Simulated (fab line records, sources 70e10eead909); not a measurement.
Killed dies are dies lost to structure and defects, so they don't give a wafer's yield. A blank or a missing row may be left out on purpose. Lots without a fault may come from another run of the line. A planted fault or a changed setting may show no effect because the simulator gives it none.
fab line records | flow nand_harc | part 1 of 2: steps 1 to 4 of 6
record lots=24 wafers=72 last_day=33
route steps=1302 shown A_STAIRCASE@681
lots that met no fault: from a run of the same line without faults
start_h: hours from the record's first day to the start of the lot's first wafer shown | wait_h: hours since the lot's step before | " the same as in the row above | L1.1+2: a row that stands for several wafers | - no value, or no start given | * or withheld: withheld | < > ~ a bound
route shown NAME@n: a module of which the file shows steps, and the number in the route of the first | usual: mean/standard deviation of fault-free wafers | same: alike in all rows | chamber/n: place in a boat | sites: the reading at each site | _std_site: their standard deviation | _edge_site: outer sites' mean less inner sites' | radius_mm: how far each site lies from the wafer's centre | mask NAME#n: copy n | behind: the tool/chamber that last shaped the wafer | hold: why the lot was held/for how many hours/how that ended | device: the transistor (n, p or np) that didn't switch | end of line: the same wafers' tests at the end of the route | a step without rows: its recipe alone | killed: dies lost to structure and defects at the first sort, not the wafer's yield | map: a wafer's dies, x killed, . not, _ none there
set.NAME: the setting as run; set.NAME@STEP: as run at that earlier step | model.NAME: the simulator's own value behind a step, which no gauge read
steps of the route over a sample of lots; a table a step, a row a wafer
services: from which hour (start_h, from the record's first day; less than 0 if before it) a tool's chamber was out of use, for how many hours, and why
## steps
# step NHARC_A_STAIRCASE_TRIM_24
# recipe time_s=211.2 o2_flow_sccm=500 ar_flow_sccm=0 bias_w=0 chemistry=O2
# usual drypump_motor_current_A=5.8/0.38 oes_product_au=1.008/0.013 rf_vpp_V=58.0/0.91 showerhead_plenum_p_Torr=3.60/0.15 throttle_valve_pct=17.036/0.0092
# same time_s=211.2
# columns lot.wafer tool chamber start_h wait_h drypump_motor_current_A oes_product_au rf_hours_counter_h rf_vpp_V showerhead_plenum_p_Torr throttle_valve_pct
L074.4 rie_diel-10 1 - - 5.8 1.027 36 57.0 3.56 17.034
L074.3 " 2 " " 5.4 1.011 24 57.5 3.29 17.016
L074.5 " 1 " " 5.8 1.036 - 57.1 3.56 17.040
L075.3 rie_diel-10 3 - - 5.9 0.994 33 58.1 3.65 17.047
L075.4 " 0 " " 5.5 1.014 40 58.4 3.79 17.038
L075.6 " 0 " " 5.5 1.031 - 57.6 3.78 17.033
L076.2 rie_diel-02 0 380.99 - 6.1 1.002 54 57.5 3.44 17.029
L076.1 " 2 " " 6.1 1.027 43 56.9 3.34 17.031
L076.5 " 0 " " 6.1 0.989 - 57.8 3.44 17.037
L078.3 rie_diel-01 1 - - 6.2 1.007 1 57.3 3.48 17.039
L078.1 " 2 " " 5.9 1.011 1 58.7 3.77 17.034
L078.6 " 1 " " 6.2 0.998 - 56.8 3.48 17.038
L077.2 rie_diel-02 2 - - 6.1 1.005 47 58.6 3.34 17.031
L077.3 " 3 " " 5.5 1.014 53 58.5 3.78 17.040
L077.4 " 1 " " 6.2 1.000 - 58.1 3.54 17.030
L079.4 rie_diel-01 1 - - 6.1 0.994 8 58.0 3.47 17.040
L079.1 " 2 " " 5.9 0.995 8 57.9 3.77 17.040
L079.3 " 0 " " 4.7 1.006 9 57.8 3.53 17.038
L080.1 rie_diel-01 2 - - 5.9 1.002 9 58.4 3.77 17.042
L080.4 " 0 " " 4.7 0.997 10 59.0 3.53 17.038
L080.2 " 1 " " 6.1 1.001 10 58.2 3.47 17.034
L081.2 rie_diel-02 0 - - 6.2 1.016 8 57.3 3.43 17.045
L081.3 " 1 " " 6.2 1.021 8 58.2 3.53 17.052
L081.6 " 0 " " 6.2 1.011 - 57.6 3.43 17.042
L083.4 rie_diel-10 0 - - 5.5 1.007 1 59.4 3.77 17.027
L083.3 " 1 " " 5.7 1.028 1 58.2 3.54 17.046
L083.6 " 3 " " 5.9 0.998 - 58.1 3.63 17.031
L082.3 rie_diel-10 1 - - 5.7 1.011 3 58.5 3.54 17.034
L082.2 " 2 " " 5.4 1.030 2 57.6 3.81 17.039
L082.5 " 0 " " 5.5 0.997 - 58.4 3.77 17.021
L084.3 rie_diel-02 0 - - 6.1 1.005 17 57.0 3.43 17.023
L084.2 " 1 " " 6.3 1.010 16 58.4 3.53 17.044
L084.5 " 2 " " 6.1 0.993 - 57.8 3.33 17.029
L085.2 rie_diel-01 2 - - 5.9 0.987 29 58.7 3.76 17.018
L085.6 " 1 " " 6.1 1.001 - 57.4 3.46 17.030
L085.5 " 2 " " 5.9 0.999 - 58.8 3.76 17.010
L086.2 rie_diel-10 1 - - 5.8 1.019 10 57.5 3.53 17.045
L086.1 " 0 " " 5.5 0.994 17 57.9 3.77 17.048
L086.6 " 2 " " 5.4 1.017 - 58.5 3.80 17.014
L087.4 rie_diel-01 3 - - 5.6 0.991 32 55.6 3.73 17.057
L087.1 " 0 " " 4.7 1.014 29 58.0 3.52 17.033
L087.5 " 1 " " 6.1 1.000 - 58.2 3.46 17.032
L089.4 rie_diel-01 3 - - 5.6 1.016 40 60.3 3.73 17.035
L089.6 " 3 " " 5.6 0.999 - 58.3 3.73 17.041
L089.5 " 0 " " 4.7 1.021 - 57.6 3.52 17.017
L088.3 rie_diel-02 3 - - 5.5 0.980 33 58.1 3.76 17.027
L088.2 " 1 " " 6.3 1.029 33 56.9 3.52 17.029
L088.6 " 0 " " 6.1 1.026 - 58.6 3.42 17.045
L091.1 rie_diel-10 1 - - 5.8 1.028 23 56.9 3.53 17.018
L091.6 " 0 " " 5.4 1.014 - 59.0 3.76 17.027
L091.5 " 1 " " 5.8 1.034 - 57.7 3.53 17.036
L090.1 rie_diel-02 2 - - 6.1 1.010 39 57.1 3.32 17.027
L090.3 " 0 " " 6.1 1.016 38 57.4 3.42 17.022
L090.5 " 3 " " 5.5 0.985 - 58.6 3.76 17.024
L093.1 rie_diel-01 1 - - 6.1 1.001 47 59.0 3.45 17.037
L093.2 " 3 " " 5.7 1.007 56 58.8 3.72 17.027
L093.5 " 2 " " 5.9 1.000 - 58.7 3.74 17.045
L092.2 rie_diel-02 2 - - 6.1 1.006 43 57.7 3.32 17.018
L092.6 " 0 " " 6.2 1.019 - 57.5 3.41 17.039
L092.5 " 1 " " 6.2 1.023 - 57.9 3.52 17.040
L095.4 rie_diel-10 0 - - 5.5 1.020 42 56.4 3.75 17.041
L095.1 " 1 " " 5.8 1.038 35 59.5 3.52 17.034
L095.2 " 2 " " 5.4 1.027 38 57.6 3.79 17.043
L094.2 rie_diel-02 1 - - 6.2 1.024 51 55.0 3.51 17.041
L094.5 " 0 " " 6.1 1.009 - 57.1 3.41 17.034
L094.6 " 1 " " 6.3 1.018 - 57.2 3.51 17.034
L097.4 rie_diel-10 3 - - 5.9 1.000 48 57.6 3.61 17.029
L097.3 " 2 " " 5.4 1.024 44 58.6 3.78 17.030
L097.5 " 3 " " 5.9 0.997 - 56.7 3.61 17.020
L096.4 rie_diel-10 3 - - 6.0 1.002 48 59.2 3.61 17.038
L096.2 " 0 " " 5.5 1.016 48 59.2 3.75 17.046
L096.6 " 2 " " 5.4 1.023 - 58.3 3.78 17.062
# step NHARC_A_STAIRCASE_STRIP_205
# recipe power_w=1500 temp_c=250 chemistry=O2
# usual drypump_motor_current_A=5.6/0.67 heater_power_w=305/25 temp_c=249.99/0.19
# columns lot.wafer tool chamber start_h wait_h drypump_motor_current_A heater_power_w rf_hours_counter_h temp_c
L074.4 plasma_asher-02 0 366.66 0.2 6.2 317 - 249.94
L074.3 " 1 " " 6.3 287 - 249.95
L074.5 " 0 " " 6.2 309 - 250.20
L075.3 plasma_asher-02 1 370.69 0.2 6.3 297 - 249.96
L075.4 " 0 " " 6.3 313 - 250.07
L075.6 " 1 " " 6.3 287 - 250.02
L076.1 plasma_asher-02 0 387.33 0.1 6.2 318 28 250.08
L076.2 " 1 " " 6.3 290 28 250.10
L076.5 " 1 " " 6.3 288 - 250.16
L078.1 plasma_asher-02 1 396.44 0.1 6.3 293 31 250.09
L078.3 " 0 " " 6.2 317 - 250.11
L078.6 " 1 " " 6.4 283 - 249.80
L077.2 plasma_asher-01 0 398.04 0.1 5.2 288 9 250.27
L077.4 " 0 " " 5.3 286 - 249.75
L077.3 " 1 " " 4.7 335 - 250.14
L079.1 plasma_asher-02 1 417.69 0.1 6.4 291 35 249.46
L079.4 " 0 " " 6.2 318 - 249.83
L079.3 " 1 " " 6.3 295 - 249.88
L080.2 plasma_asher-01 1 421.04 0.1 4.7 340 13 249.96
L080.1 " 0 " " 5.3 300 13 249.73
L080.4 " 1 " " 4.7 337 - 249.74
L081.2 plasma_asher-01 0 431.74 0.2 5.3 294 15 249.88
L081.3 " 1 " " 4.7 342 - 250.02
L081.6 " 0 " " 5.3 298 - 249.96
L083.3 plasma_asher-01 1 445.61 0.2 4.7 337 - 250.07
L083.4 " 0 " " 5.3 291 - 250.07
L083.6 " 1 " " 4.7 335 - 250.26
L082.2 plasma_asher-01 0 449.76 0.1 5.3 297 20 250.09
L082.3 " 0 " " 5.2 286 - 249.97
L082.5 " 0 " " 5.3 287 - 250.09
L084.2 plasma_asher-01 1 464.71 0.1 4.7 331 23 250.16
L084.3 " 1 " " 4.7 332 - 250.05
L084.5 " 0 " " 5.3 283 - 249.70
L085.2 plasma_asher-01 1 474.09 0.1 4.7 342 25 250.15
L085.5 " 0 " " 5.3 286 - 250.60
L085.6 " 1 " " 4.7 332 - 249.88
L086.1 plasma_asher-02 0 483.62 0.1 6.2 302 9 249.86
L086.2 " 1 " " 6.3 273 9 249.69
L086.6 " 1 " " 6.3 279 - 250.03
L087.1 plasma_asher-01 1 484.08 0.1 4.7 333 27 249.99
L087.4 " 1 " " 4.7 335 - 249.88
L087.5 " 0 " " 5.3 289 - 249.92
L089.4 plasma_asher-01 0 504.68 0.2 5.3 295 - 250.42
L089.5 " 1 " " 4.7 339 - 249.98
L089.6 " 0 " " 5.3 296 - 250.30
L088.2 plasma_asher-02 0 506.66 0.1 6.3 305 15 249.97
L088.3 " 1 " " 6.3 276 - 249.65
L088.6 " 1 " " 6.3 278 - 250.29
L091.1 plasma_asher-02 1 527.99 0.1 6.3 280 21 250.00
L091.5 " 0 " " 6.2 294 - 249.74
L091.6 " 1 " " 6.4 275 - 249.93
L090.1 plasma_asher-02 0 528.68 0.3 6.2 301 21 249.82
L090.3 " 1 " " 6.4 271 - 250.12
L090.5 " 0 " " 6.2 300 - 250.44
L092.2 plasma_asher-01 0 543.32 0.1 5.3 278 2 250.12
L092.5 " 0 " " 5.3 287 - 250.20
L092.6 " 1 " " 4.7 364 - 250.01
L093.2 plasma_asher-02 1 543.43 0.1 6.3 282 24 249.56
L093.1 " 0 " " 6.3 297 24 250.05
L093.5 " 1 " " 6.3 269 - 249.69
L095.1 plasma_asher-02 1 571.83 0.1 6.3 276 29 250.14
L095.2 " 0 " " 6.2 310 29 249.86
L095.4 " 0 " " 6.2 294 - 250.09
L094.2 plasma_asher-01 0 572.17 0.1 5.3 291 7 250.10
L094.6 " 1 " " 4.7 358 - 250.12
L094.5 " 0 " " 5.3 285 - 250.16
L097.4 plasma_asher-01 0 582.65 0.2 5.3 285 - 249.97
L097.3 " 1 " " 4.7 353 - 249.58
L097.5 " 1 " " 4.7 363 - 249.64
L096.2 plasma_asher-02 0 582.70 0.1 6.3 305 32 249.96
L096.4 " 0 " " 6.3 299 - 249.82
L096.6 " 1 " " 6.3 271 - 250.16
# step NHARC_A_STAIRCASE_STRIP_254
# recipe power_w=1500 temp_c=250 chemistry=O2
# usual drypump_motor_current_A=5.7/0.67 heater_power_w=304/26 temp_c=249.97/0.16
# columns lot.wafer tool chamber start_h wait_h drypump_motor_current_A heater_power_w rf_hours_counter_h temp_c
L074.4 plasma_asher-02 1 373.21 - 6.3 286 - 249.95
L074.3 " 0 " " 6.2 322 - 250.04
L074.5 " 1 " " 6.3 291 - 249.87
L075.3 plasma_asher-02 1 376.26 - 6.3 294 - 250.17
L075.4 " 0 " " 6.2 322 - 250.14
L075.6 " 0 " " 6.2 322 - 249.70
L076.1 plasma_asher-02 1 392.65 - 6.4 290 30 250.12
L076.2 " 0 " " 6.2 321 30 249.94
L076.5 " 1 " " 6.4 295 - 250.34
L078.1 plasma_asher-02 1 402.40 - 6.4 300 32 250.15
L078.3 " 1 " " 6.3 290 - 249.67
L078.6 " 1 " " 6.3 296 - 249.89
L077.2 plasma_asher-01 0 403.57 - 5.3 293 10 249.88
L077.3 " 1 " " 4.7 334 - 249.71
L077.4 " 0 " " 5.3 286 - 249.82
L079.1 plasma_asher-01 1 423.68 - 4.7 333 13 249.76
L079.4 " 0 " " 5.2 289 - 249.89
L079.3 " 1 " " 4.7 336 - 249.87
L080.2 plasma_asher-01 0 426.44 - 5.3 298 13 250.13
L080.1 " 1 " " 4.7 342 13 250.17
L080.4 " 0 " " 5.3 289 - 250.01
L081.2 plasma_asher-02 1 437.61 - 6.3 279 0 249.87
L081.3 " 0 " " 6.2 297 - 249.96
L081.6 " 1 " " 6.3 279 - 249.94
L083.4 plasma_asher-01 0 450.87 - 5.3 288 - 249.69
L083.3 " 1 " " 4.7 332 - 249.77
L083.6 " 1 " " 4.7 340 - 249.99
L082.2 plasma_asher-01 1 455.51 - 4.7 325 22 249.85
L082.3 " 0 " " 5.3 291 - 249.87
L082.5 " 0 " " 5.3 293 - 249.86
L084.2 plasma_asher-02 0 472.15 - 6.2 293 7 249.78
L084.3 " 1 " " 6.3 272 - 250.11
L084.5 " 1 " " 6.3 270 - 250.01
L085.2 plasma_asher-02 0 479.47 - 6.2 299 9 250.10
L085.5 " 0 " " 6.3 300 - 249.90
L085.6 " 1 " " 6.3 274 - 250.05
L086.2 plasma_asher-01 0 489.06 - 5.3 300 28 249.83
L086.1 " 1 " " 4.7 335 28 250.01
L086.6 " 0 " " 5.3 284 - 250.05
L087.1 plasma_asher-02 0 489.50 - 6.2 312 11 250.31
L087.4 " 1 " " 6.4 275 - 250.05
L087.5 " 0 " " 6.2 303 - 250.15
L089.4 plasma_asher-02 1 510.02 - 6.3 272 - 250.35
L089.6 " 1 " " 6.3 278 - 249.83
L089.5 " 0 " " 6.2 299 - 250.36
L088.2 plasma_asher-01 1 511.91 - 4.7 331 33 249.91
L088.3 " 1 " " 4.7 335 - 249.99
L088.6 " 0 " " 5.3 287 - 249.89
L091.1 plasma_asher-02 0 533.47 - 6.2 287 23 249.92
L091.6 " 0 " " 6.2 301 - 249.80
L091.5 " 1 " " 6.4 272 - 250.02
L090.1 plasma_asher-01 0 534.31 - 5.3 285 1 250.09
L090.3 " 1 " " 4.7 357 - 249.86
L090.5 " 1 " " 4.7 357 - 249.87
L092.2 plasma_asher-02 0 550.07 - 6.2 302 26 249.93
L092.6 " 1 " " 6.3 280 - 249.96
L092.5 " 0 " " 6.2 302 - 250.05
L093.2 plasma_asher-01 0 551.07 - 5.3 288 4 249.79
L093.1 " 1 " " 4.7 366 4 249.81
L093.5 " 0 " " 5.3 282 - 250.04
L094.2 plasma_asher-01 1 577.91 - 4.7 369 9 250.00
L094.5 " 0 " " 5.2 284 - 250.10
L094.6 " 1 " " 4.7 358 - 250.21
L095.1 plasma_asher-02 0 578.37 - 6.2 300 31 250.04
L095.2 " 1 " " 6.4 280 31 250.12
L095.4 " 1 " " 6.3 278 - 250.01
L096.2 plasma_asher-01 1 588.25 - 4.7 366 11 249.83
L096.4 " 0 " " 5.3 284 - 249.94
L096.6 " 1 " " 4.7 352 - 249.90
L097.3 plasma_asher-02 1 588.64 - 6.3 273 - 250.11
L097.4 " 0 " " 6.2 292 - 250.07
L097.5 " 0 " " 6.3 310 - 250.11
# step NHARC_A_STAIRCASE_HM_OPEN_457
# recipe o2_flow_sccm=400 cos_flow_sccm=20 ar_flow_sccm=0 rf_w=500 bias_w=300 chemistry=O2/COS
# usual drypump_motor_current_A=5.8/0.41 oes_product_au=1.004/0.011 rf_vpp_V=468.3/3 showerhead_plenum_p_Torr=3.18/0.14 throttle_valve_pct=28.330/0.0091
# columns lot.wafer tool chamber start_h wait_h drypump_motor_current_A oes_product_au rf_hours_counter_h rf_vpp_V showerhead_plenum_p_Torr throttle_valve_pct
L074.3 rie_diel-02 3 - - 5.5 1.015 47 471.7 3.35 28.328
L074.4 " 1 " " 6.3 1.002 47 467.7 3.13 28.332
L074.5 " 0 " " 6.1 0.986 - 464.3 3.04 28.329
L075.3 rie_diel-02 3 - - 5.5 1.008 49 472.1 3.35 28.347
L075.4 " 0 " " 6.1 0.988 54 465.9 3.04 28.332
L075.6 " 0 " " 6.2 0.989 - 465.9 3.04 28.328
L076.2 rie_diel-01 1 - - 6.1 1.002 3 465.3 3.07 28.318
L076.1 " 3 " " 5.6 1.003 3 470.7 3.32 28.342
L076.5 " 2 " " 5.9 0.995 - 472.1 3.34 28.327
L078.3 rie_diel-10 1 - - 5.7 1.030 60 467.7 3.13 28.329
L078.1 " 3 " " 5.9 1.000 50 469.3 3.22 28.347
L078.6 " 2 " " 5.4 1.006 - 461.9 2.90 28.314
L077.3 rie_diel-01 0 - - 4.7 1.008 7 466.6 3.12 28.322
L077.4 " 2 " " 5.8 1.001 5 471.8 3.34 28.341
L077.2 " 3 " " 5.6 1.011 6 473.4 3.32 28.328
L079.4 rie_diel-01 1 - - 6.1 1.007 11 465.3 3.07 28.335
L079.1 " 3 " " 5.6 1.019 11 472.3 3.32 28.335
L079.3 " 0 " " 4.7 1.015 11 466.3 3.12 28.345
L080.1 rie_diel-01 1 - - 6.1 0.993 12 467.3 3.07 28.323
L080.2 " 2 " " 5.9 0.990 12 471.4 3.34 28.330
L080.4 " 1 " " 6.1 0.992 - 467.3 3.07 28.338
L081.3 rie_diel-02 1 - - 6.2 1.018 11 468.5 3.13 28.337
L081.2 " 2 " " 6.1 1.000 15 465.0 2.95 28.340
L081.6 " 1 " " 6.2 1.010 - 467.1 3.13 28.340
L083.4 rie_diel-02 3 - - 5.5 0.995 19 470.7 3.34 28.350
L083.3 " 0 " " 6.1 1.010 15 464.5 3.03 28.323
L083.6 " 2 " " 6.1 1.003 - 462.7 2.95 28.323
L082.3 rie_diel-01 0 - - 4.7 1.012 23 468.0 3.12 28.332
L082.2 " 2 " " 5.9 1.001 24 472.3 3.33 28.318
L082.5 " 1 " " 6.2 1.002 - 465.7 3.06 28.332
L084.2 rie_diel-10 0 - - 5.5 1.002 15 472.0 3.34 28.317
L084.3 " 2 " " 5.4 1.022 11 471.7 3.37 28.327
L084.5 " 2 " " 5.4 1.016 - 474.1 3.37 28.312
L085.2 rie_diel-01 3 - - 5.7 1.006 33 470.3 3.31 28.313
L085.5 " 1 " " 6.1 1.013 - 466.5 3.06 28.322
L085.6 " 2 " " 5.9 0.998 - 470.9 3.33 28.320
L086.2 rie_diel-02 2 - - 6.1 1.005 31 462.8 2.94 28.322
L086.1 " 0 " " 6.1 1.010 28 466.1 3.03 28.340
L086.6 " 3 " " 5.5 0.989 - 470.5 3.33 28.337
L087.1 rie_diel-02 2 - - 6.1 1.004 32 462.8 2.94 28.326
L087.4 " 1 " " 6.2 1.021 30 466.4 3.12 28.344
L087.5 " 3 " " 5.5 0.986 - 470.9 3.33 28.337
L089.4 rie_diel-01 3 - - 5.6 1.006 44 470.4 3.30 28.347
L089.5 " 1 " " 6.1 0.993 - 466.0 3.06 28.337
L089.6 " 2 " " 5.9 0.989 - 471.8 3.32 28.329
L088.3 rie_diel-01 3 - - 5.6 1.013 46 471.1 3.30 28.336
L088.2 " 0 " " 4.7 1.027 39 468.8 3.11 28.338
L088.6 " 2 " " 5.9 0.998 - 472.2 3.32 28.330
L091.1 rie_diel-10 2 - - 5.4 1.018 30 471.6 3.36 28.320
L091.6 " 0 " " 5.4 1.008 - 469.5 3.33 28.334
L091.5 " 1 " " 5.7 1.018 - 467.4 3.12 28.347
L090.1 rie_diel-01 3 - - 5.6 1.017 56 470.1 3.29 28.321
L090.3 " 0 " " 4.7 1.025 46 466.7 3.11 28.330
L090.5 " 1 " " 6.2 0.999 - 464.2 3.05 28.341
L092.2 rie_diel-02 0 - - 6.1 1.000 46 465.1 3.02 28.335
L092.6 " 0 " " 6.1 1.014 - 464.7 3.02 28.331
L092.5 " 1 " " 6.2 1.020 - 466.3 3.11 28.337
L093.1 rie_diel-10 0 - - 5.5 1.005 38 470.1 3.32 28.334
L093.2 " 2 " " 5.4 1.015 36 472.5 3.35 28.341
L093.5 " 1 " " 5.8 1.017 - 466.2 3.12 28.321
L094.2 rie_diel-01 2 - - 5.9 0.984 7 471.3 3.31 28.341
L094.6 " 2 " " 5.9 0.984 - 471.0 3.31 28.325
L094.5 " 3 " " 5.7 0.987 - 470.6 3.29 28.326
L095.1 rie_diel-01 2 - - 5.9 0.986 9 470.7 3.31 28.330
L095.2 " 0 " " 4.8 0.994 6 466.7 3.10 28.332
L095.4 " 1 " " 6.1 1.008 6 467.8 3.05 28.319
L096.2 rie_diel-02 0 - - 6.1 1.002 4 467.0 3.01 28.320
L096.4 " 1 " " 6.3 0.998 6 465.2 3.10 28.331
L096.6 " 0 " " 6.1 1.002 - 465.8 3.01 28.321
L097.3 rie_diel-01 3 - - 5.6 0.996 13 471.9 3.29 28.317
L097.4 " 1 " " 6.1 1.015 12 465.0 3.04 28.332
L097.5 " 3 " " 5.7 1.005 - 469.8 3.28 28.324
